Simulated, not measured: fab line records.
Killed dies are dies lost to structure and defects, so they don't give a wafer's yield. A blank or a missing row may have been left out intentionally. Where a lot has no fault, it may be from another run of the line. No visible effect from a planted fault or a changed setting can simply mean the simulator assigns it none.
Which tool was responsible? :: flow nand_harc :: 33 wafers from 11 lots sampled at 5 of the route's 1302 steps

## WHAT THE GAUGES SHOWED, per wafer
NHARC_A_CHANNEL_FILL_D2_INSPECT_13. Usual: raw_defect_count at 383, with a standard deviation of 140.
lot: L653
measured: day 15 17:53
on: defect_inspect-02
raw_defect_count: 453 299 318
flag: 

lot: L655
measured: day 17 06:48
on: defect_inspect-01
raw_defect_count: 363 252 382
flag: 

lot: L656
measured: day 17 11:48
on: defect_inspect-01
raw_defect_count: 332 479 337
flag: 

lot: L658
measured: day 17 16:55
on: defect_inspect-01
raw_defect_count: 353 538 702
flag: 

lot: L659
measured: day 18 12:40
on: defect_inspect-01
raw_defect_count: 213 347 289
flag: 

lot: L661
measured: day 18 20:29
on: defect_inspect-01
raw_defect_count: 437 329 345
flag: 

lot: L662
measured: day 19 03:08
on: defect_inspect-02
raw_defect_count: 435 492 271
flag: 

lot: L671
measured: day 23 16:43
on: defect_inspect-01
raw_defect_count: 265 297 389
flag: 

lot: L674
measured: day 24 13:07
on: defect_inspect-01
raw_defect_count: 131 251 155
flag: 

lot: L673
measured: day 24 21:29
on: defect_inspect-02
raw_defect_count: 370 231 320
flag: 

lot: L675
measured: day 25 10:29
on: defect_inspect-01
raw_defect_count: 268 185 170
flag: 

NHARC_END_SORT_01. Usual: killed_at_array 54, standard deviation 18; killed_at_other 0.7, standard deviation 0.87; killed_at_periphery 3.7, standard deviation 2.5; killed_dies 59, standard deviation 19; killed_open 3.3, standard deviation 2; killed_short 2.6, standard deviation 1.6.
lot: L658
measured: day 27 13:27
on: prober-02
killed_at_array: 62 64 63
killed_at_other: 0 0 1
killed_at_periphery: 8 11 2
killed_dies: 70 75 66
killed_open: 5 4 1
killed_short: 4 4 2
flag: 

lot: L659
measured: day 28 10:23
on: prober-02
killed_at_array: 53 44 52
killed_at_other: 0 0 2
killed_at_periphery: 4 3 4
killed_dies: 57 47 58
killed_open: 3 3 5
killed_short: 1 3 4
flag: 

lot: L661
measured: day 28 17:25
on: prober-02
killed_at_array: 63 58 63
killed_at_other: 0 0 0
killed_at_periphery: 4 3 2
killed_dies: 67 61 65
killed_open: 4 6 4
killed_short: 2 2 3
flag: 

lot: L662
measured: day 28 01:11
on: prober-01
killed_at_array: 31 34 27
killed_at_other: 0 0 2
killed_at_periphery: 5 3 1
killed_dies: 36 37 30
killed_open: 2 5 3
killed_short: 3 4 1
flag: 

lot: L675
measured: day 34 14:26
on: prober-01
killed_at_array: 58 68 61
killed_at_other: 2 3 1
killed_at_periphery: 2 4 5
killed_dies: 62 75 67
killed_open: 6 5 2
killed_short: 1 3 2
flag: 

## TOOL THAT RAN EACH LOT (tool first, then ch and the chambers of the sampled wafers, then the start)
lot: L653
NHARC_A_CHANNEL_HOLE_D2_ETCH_44: rie_diel-01 ch 1,2,3, day 13 16:31
NHARC_A_CHANNEL_HOLE_D2_STRIP_28: rie_diel-01 ch 1,2, day 15 17:43 or earlier
NHARC_A_CHANNEL_FILL_D2_RTA_24: rtp_anneal-02 ch 0, day 15 17:43

lot: L655
NHARC_A_CHANNEL_HOLE_D2_ETCH_44: rie_diel-08 ch 1,2,3, day 15 03:34
NHARC_A_CHANNEL_HOLE_D2_STRIP_28: rie_diel-08 ch 2,3, day 17 06:38 or earlier
NHARC_A_CHANNEL_FILL_D2_RTA_24: rtp_anneal-01 ch 0, day 17 06:38

lot: L656
NHARC_A_CHANNEL_HOLE_D2_ETCH_44: rie_diel-08 ch 0,1,3, day 15 07:23
NHARC_A_CHANNEL_HOLE_D2_STRIP_28: rie_diel-08 ch 0,1, day 17 11:38 or earlier
NHARC_A_CHANNEL_FILL_D2_RTA_24: rtp_anneal-01 ch 0, day 17 11:38

lot: L658
NHARC_A_CHANNEL_HOLE_D2_ETCH_44: rie_diel-12 ch 2,3, day 15 15:19
NHARC_A_CHANNEL_HOLE_D2_STRIP_28: rie_diel-12 ch 0,2,3, day 17 16:43 or earlier
NHARC_A_CHANNEL_FILL_D2_RTA_24: rtp_anneal-02 ch 0, day 17 16:43

lot: L659
NHARC_A_CHANNEL_HOLE_D2_ETCH_44: rie_diel-12 ch 1,2,3, day 16 10:31
NHARC_A_CHANNEL_HOLE_D2_STRIP_28: rie_diel-12 ch 0,2,3, day 18 12:31 or earlier
NHARC_A_CHANNEL_FILL_D2_RTA_24: rtp_anneal-02 ch 0, day 18 12:31

lot: L661
NHARC_A_CHANNEL_HOLE_D2_ETCH_44: rie_diel-12 ch 0,2,3, day 16 14:40
NHARC_A_CHANNEL_HOLE_D2_STRIP_28: rie_diel-12 ch 1,3, day 18 20:17 or earlier
NHARC_A_CHANNEL_FILL_D2_RTA_24: rtp_anneal-02 ch 0, day 18 20:17

lot: L662
NHARC_A_CHANNEL_HOLE_D2_ETCH_44: rie_diel-08 ch 0,3, day 17 02:29
NHARC_A_CHANNEL_HOLE_D2_STRIP_28: rie_diel-08 ch 1,2, day 19 02:59 or earlier
NHARC_A_CHANNEL_FILL_D2_RTA_24: rtp_anneal-01 ch 0, day 19 02:59

lot: L671
NHARC_A_CHANNEL_HOLE_D2_ETCH_44: rie_diel-12 ch 0,1,3, day 21 15:46
NHARC_A_CHANNEL_HOLE_D2_STRIP_28: rie_diel-12 ch 0,2, day 23 16:31 or earlier
NHARC_A_CHANNEL_FILL_D2_RTA_24: rtp_anneal-01 ch 0, day 23 16:31

lot: L674
NHARC_A_CHANNEL_HOLE_D2_ETCH_44: rie_diel-08 ch 1,3, day 22 08:52
NHARC_A_CHANNEL_HOLE_D2_STRIP_28: rie_diel-08 ch 0,3, day 24 12:59 or earlier
NHARC_A_CHANNEL_FILL_D2_RTA_24: rtp_anneal-02 ch 0, day 24 12:59

lot: L673
NHARC_A_CHANNEL_HOLE_D2_ETCH_44: rie_diel-01 ch 0,2,3, day 22 18:38
NHARC_A_CHANNEL_HOLE_D2_STRIP_28: rie_diel-01 ch 0,1,3, day 24 21:17 or earlier
NHARC_A_CHANNEL_FILL_D2_RTA_24: rtp_anneal-01 ch 0, day 24 21:17

lot: L675
NHARC_A_CHANNEL_HOLE_D2_ETCH_44: rie_diel-12 ch 0,1,3, day 23 08:32
NHARC_A_CHANNEL_HOLE_D2_STRIP_28: rie_diel-12 ch 0,1,3, day 25 10:17 or earlier
NHARC_A_CHANNEL_FILL_D2_RTA_24: rtp_anneal-01 ch 0, day 25 10:17
- NHARC_A_CHANNEL_HOLE_D2_ETCH_44: etches the open film in CF4/O2, target depth 140 nm, overetch 14 nm, time 77 s.
- NHARC_A_CHANNEL_HOLE_D2_STRIP_28: strips in O2.
- NHARC_A_CHANNEL_FILL_D2_RTA_24: time 5 s.

## AS READ BY THE TOOLS THEMSELVES (means over the sampled wafers that have a number; for cases with no such wafer, the mark the record gives instead)
NHARC_A_CHANNEL_HOLE_D2_ETCH_44. Usual: drypump_motor_current_A 5.8 A, standard deviation 0.47; oes_product_au 1.001 a.u., standard deviation 0.011; rf_vpp_V 197.8 V, standard deviation 1.3; showerhead_plenum_p_Torr 1.33 Torr, standard deviation 0.054; throttle_valve_pct 13.397 %, standard deviation 0.0088.
lot: L653
tool: rie_diel-01
drypump_motor_current_A (A): 5.9
oes_product_au (a.u.): 1.012
rf_vpp_V (V): 197.6
showerhead_plenum_p_Torr (Torr): 1.34
throttle_valve_pct (%): 13.395
flag: 

lot: L655
tool: rie_diel-08
drypump_motor_current_A (A): 6.2
oes_product_au (a.u.): 1.007
rf_vpp_V (V): 196.8
showerhead_plenum_p_Torr (Torr): 1.30
throttle_valve_pct (%): 13.396
flag: 

lot: L656
tool: rie_diel-08
drypump_motor_current_A (A): 6.2
oes_product_au (a.u.): 0.993
rf_vpp_V (V): 196.9
showerhead_plenum_p_Torr (Torr): 1.33
throttle_valve_pct (%): 13.399
flag: 

lot: L658
tool: rie_diel-12
drypump_motor_current_A (A): 6.0
oes_product_au (a.u.): 0.996
rf_vpp_V (V): 197.8
showerhead_plenum_p_Torr (Torr): 1.30
throttle_valve_pct (%): 13.393
flag: 

lot: L659
tool: rie_diel-12
drypump_motor_current_A (A): 5.5
oes_product_au (a.u.): 0.992
rf_vpp_V (V): 198.5
showerhead_plenum_p_Torr (Torr): 1.35
throttle_valve_pct (%): 13.403
flag: 

lot: L661
tool: rie_diel-12
drypump_motor_current_A (A): 5.7
oes_product_au (a.u.): 1.007
rf_vpp_V (V): 197.7
showerhead_plenum_p_Torr (Torr): 1.32
throttle_valve_pct (%): 13.381
flag: 

lot: L662
tool: rie_diel-08
drypump_motor_current_A (A): 5.9
oes_product_au (a.u.): 1.014
rf_vpp_V (V): 198.8
showerhead_plenum_p_Torr (Torr): 1.36
throttle_valve_pct (%): 13.393
flag: 

lot: L671
tool: rie_diel-12
drypump_motor_current_A (A): 5.7
oes_product_au (a.u.): 0.997
rf_vpp_V (V): 198.4
showerhead_plenum_p_Torr (Torr): 1.32
throttle_valve_pct (%): 13.398
flag: 

lot: L674
tool: rie_diel-08
drypump_motor_current_A (A): 6.5
oes_product_au (a.u.): 1.006
rf_vpp_V (V): 198.3
showerhead_plenum_p_Torr (Torr): 1.32
throttle_valve_pct (%): 13.393
flag: 

lot: L673
tool: rie_diel-01
drypump_motor_current_A (A): 6.2
oes_product_au (a.u.): 1.008
rf_vpp_V (V): 197.6
showerhead_plenum_p_Torr (Torr): 1.35
throttle_valve_pct (%): 13.392
flag: 

lot: L675
tool: rie_diel-12
drypump_motor_current_A (A): 5.6
oes_product_au (a.u.): 0.998
rf_vpp_V (V): 196.6
showerhead_plenum_p_Torr (Torr): 1.32
throttle_valve_pct (%): 13.397
flag: 

NHARC_A_CHANNEL_HOLE_D2_STRIP_28. Usual: drypump_motor_current_A 5.8 A, standard deviation 0.47; oes_product_au 1.001 a.u., standard deviation 0.0096; rf_vpp_V 57.9 V, standard deviation 0.84; showerhead_plenum_p_Torr 3.52 Torr, standard deviation 0.14; throttle_valve_pct 17.037 %, standard deviation 0.0095.
lot: L653
tool: rie_diel-01
drypump_motor_current_A (A): 6.1
oes_product_au (a.u.): 0.997
rf_vpp_V (V): 57.6
showerhead_plenum_p_Torr (Torr): 3.59
throttle_valve_pct (%): 17.039
flag: 

lot: L655
tool: rie_diel-08
drypump_motor_current_A (A): 6.0
oes_product_au (a.u.): 1.006
rf_vpp_V (V): 57.7
showerhead_plenum_p_Torr (Torr): 3.45
throttle_valve_pct (%): 17.048
flag: 

lot: L656
tool: rie_diel-08
drypump_motor_current_A (A): 6.2
oes_product_au (a.u.): 1.002
rf_vpp_V (V): 57.7
showerhead_plenum_p_Torr (Torr): 3.46
throttle_valve_pct (%): 17.046
flag: 

lot: L658
tool: rie_diel-12
drypump_motor_current_A (A): 5.6
oes_product_au (a.u.): 1.000
rf_vpp_V (V): 58.5
showerhead_plenum_p_Torr (Torr): 3.51
throttle_valve_pct (%): 17.037
flag: 

lot: L659
tool: rie_diel-12
drypump_motor_current_A (A): 5.7
oes_product_au (a.u.): 0.998
rf_vpp_V (V): 57.8
showerhead_plenum_p_Torr (Torr): 3.50
throttle_valve_pct (%): 17.033
flag: 

lot: L661
tool: rie_diel-12
drypump_motor_current_A (A): 5.6
oes_product_au (a.u.): 0.992
rf_vpp_V (V): 58.8
showerhead_plenum_p_Torr (Torr): 3.57
throttle_valve_pct (%): 17.041
flag: 

lot: L662
tool: rie_diel-08
drypump_motor_current_A (A): 6.0
oes_product_au (a.u.): 1.001
rf_vpp_V (V): 57.7
showerhead_plenum_p_Torr (Torr): 3.38
throttle_valve_pct (%): 17.032
flag: 

lot: L671
tool: rie_diel-12
drypump_motor_current_A (A): 5.3
oes_product_au (a.u.): 0.990
rf_vpp_V (V): 57.5
showerhead_plenum_p_Torr (Torr): 3.55
throttle_valve_pct (%): 17.039
flag: 

lot: L674
tool: rie_diel-08
drypump_motor_current_A (A): 6.0
oes_product_au (a.u.): 1.000
rf_vpp_V (V): 58.4
showerhead_plenum_p_Torr (Torr): 3.60
throttle_valve_pct (%): 17.035
flag: 

lot: L673
tool: rie_diel-01
drypump_motor_current_A (A): 5.9
oes_product_au (a.u.): 1.005
rf_vpp_V (V): 58.0
showerhead_plenum_p_Torr (Torr): 3.44
throttle_valve_pct (%): 17.051
flag: 

lot: L675
tool: rie_diel-12
drypump_motor_current_A (A): 5.7
oes_product_au (a.u.): 0.997
rf_vpp_V (V): 57.7
showerhead_plenum_p_Torr (Torr): 3.50
throttle_valve_pct (%): 17.044
flag: 

NHARC_A_CHANNEL_FILL_D2_RTA_24. Usual: lamp_power_pct 30.2 %, standard deviation 0.7; lamp_zone_1_pct 30.2 %, standard deviation 0.71; lamp_zone_2_pct 30.2 %, standard deviation 0.7; lamp_zone_3_pct 30.2 %, standard deviation 0.7; lamp_zone_4_pct 30.2 %, standard deviation 0.7; lamp_zone_5_pct 30.2 %, standard deviation 0.7; lamp_zone_6_pct 30.2 %, standard deviation 0.7; lamp_zone_7_pct 30.7 %, standard deviation 0.72; wafer_temp_C_max 1003.5, standard deviation 0.8.
lot: L653
tool: rtp_anneal-02
lamp_power_pct (%): 29.5
lamp_zone_1_pct (%): 29.6
lamp_zone_2_pct (%): 29.6
lamp_zone_3_pct (%): 29.5
lamp_zone_4_pct (%): 29.5
lamp_zone_5_pct (%): 29.5
lamp_zone_6_pct (%): 29.5
lamp_zone_7_pct (%): 30.0
wafer_temp_C_max: 1003.6
flag: 

lot: L655
tool: rtp_anneal-01
lamp_power_pct (%): 31.0
lamp_zone_1_pct (%): 30.9
lamp_zone_2_pct (%): 30.9
lamp_zone_3_pct (%): 31.0
lamp_zone_4_pct (%): 30.9
lamp_zone_5_pct (%): 31.0
lamp_zone_6_pct (%): 30.9
lamp_zone_7_pct (%): 31.4
wafer_temp_C_max: 1003.5
flag: 

lot: L656
tool: rtp_anneal-01
lamp_power_pct (%): 30.9
lamp_zone_1_pct (%): 30.9
lamp_zone_2_pct (%): 31.0
lamp_zone_3_pct (%): 30.9
lamp_zone_4_pct (%): 31.0
lamp_zone_5_pct (%): 30.9
lamp_zone_6_pct (%): 30.8
lamp_zone_7_pct (%): 31.4
wafer_temp_C_max: 1004.4
flag: 

lot: L658
tool: rtp_anneal-02
lamp_power_pct (%): 29.5
lamp_zone_1_pct (%): 29.5
lamp_zone_2_pct (%): 29.5
lamp_zone_3_pct (%): 29.5
lamp_zone_4_pct (%): 29.5
lamp_zone_5_pct (%): 29.5
lamp_zone_6_pct (%): 29.5
lamp_zone_7_pct (%): 30.0
wafer_temp_C_max: 1003.4
flag: 

lot: L659
tool: rtp_anneal-02
lamp_power_pct (%): 29.5
lamp_zone_1_pct (%): 29.5
lamp_zone_2_pct (%): 29.5
lamp_zone_3_pct (%): 29.5
lamp_zone_4_pct (%): 29.5
lamp_zone_5_pct (%): 29.5
lamp_zone_6_pct (%): 29.5
lamp_zone_7_pct (%): 29.9
wafer_temp_C_max: 1002.3
flag: 

lot: L661
tool: rtp_anneal-02
lamp_power_pct (%): 29.5
lamp_zone_1_pct (%): 29.5
lamp_zone_2_pct (%): 29.5
lamp_zone_3_pct (%): 29.5
lamp_zone_4_pct (%): 29.5
lamp_zone_5_pct (%): 29.5
lamp_zone_6_pct (%): 29.5
lamp_zone_7_pct (%): 30.0
wafer_temp_C_max: 1003.5
flag: 

lot: L662
tool: rtp_anneal-01
lamp_power_pct (%): 32.5
lamp_zone_1_pct (%): 32.5
lamp_zone_2_pct (%): 32.5
lamp_zone_3_pct (%): 32.5
lamp_zone_4_pct (%): 32.5
lamp_zone_5_pct (%): 32.5
lamp_zone_6_pct (%): 32.4
lamp_zone_7_pct (%): 33.0
wafer_temp_C_max: 1020.4
flag: OFF

lot: L671
tool: rtp_anneal-01
lamp_power_pct (%): 30.9
lamp_zone_1_pct (%): 30.9
lamp_zone_2_pct (%): 30.9
lamp_zone_3_pct (%): 30.9
lamp_zone_4_pct (%): 30.9
lamp_zone_5_pct (%): 30.9
lamp_zone_6_pct (%): 30.8
lamp_zone_7_pct (%): 31.5
wafer_temp_C_max: 1003.7
flag: 

lot: L674
tool: rtp_anneal-02
lamp_power_pct (%): 29.5
lamp_zone_1_pct (%): 29.5
lamp_zone_2_pct (%): 29.5
lamp_zone_3_pct (%): 29.6
lamp_zone_4_pct (%): 29.5
lamp_zone_5_pct (%): 29.6
lamp_zone_6_pct (%): 29.5
lamp_zone_7_pct (%): 30.0
wafer_temp_C_max: 1003.7
flag: 

lot: L673
tool: rtp_anneal-01
lamp_power_pct (%): 30.9
lamp_zone_1_pct (%): 30.9
lamp_zone_2_pct (%): 30.9
lamp_zone_3_pct (%): 30.9
lamp_zone_4_pct (%): 30.9
lamp_zone_5_pct (%): 31.0
lamp_zone_6_pct (%): 30.9
lamp_zone_7_pct (%): 31.5
wafer_temp_C_max: 1003.9
flag: 

lot: L675
tool: rtp_anneal-01
lamp_power_pct (%): 31.0
lamp_zone_1_pct (%): 31.0
lamp_zone_2_pct (%): 31.0
lamp_zone_3_pct (%): 30.9
lamp_zone_4_pct (%): 30.9
lamp_zone_5_pct (%): 31.0
lamp_zone_6_pct (%): 30.9
lamp_zone_7_pct (%): 31.5
wafer_temp_C_max: 1003.6
flag: 

## THE ANSWER, worked out from the rows above alone
Rule: lot off if the mean of its wafers having a number is beyond 3 standard deviations from the usual mean. A lot without any number at a reading at which 4 lots or more have one is off too. Any other lot the step has rows for is counted as sound. The gauges are gone through in route order, then the tools' own readings, and for those a lot's mean is taken as printed above. At the first step where some lot is off, the reading lying furthest off is the one used; lots without a number count as furthest.
Off at NHARC_A_CHANNEL_FILL_D2_RTA_24 (wafer_temp_C_max): L662.
A tool fits if, at that step or a process step before it, it ran every lot that is off, and no sound lot after the first of them. Because NHARC_A_CHANNEL_HOLE_D2_STRIP_28 lacks a start for some lots, the hours and order of its lots are taken from NHARC_A_CHANNEL_FILL_D2_RTA_24. None of those tried fits.

## WHAT THE SIMULATOR PUT IN
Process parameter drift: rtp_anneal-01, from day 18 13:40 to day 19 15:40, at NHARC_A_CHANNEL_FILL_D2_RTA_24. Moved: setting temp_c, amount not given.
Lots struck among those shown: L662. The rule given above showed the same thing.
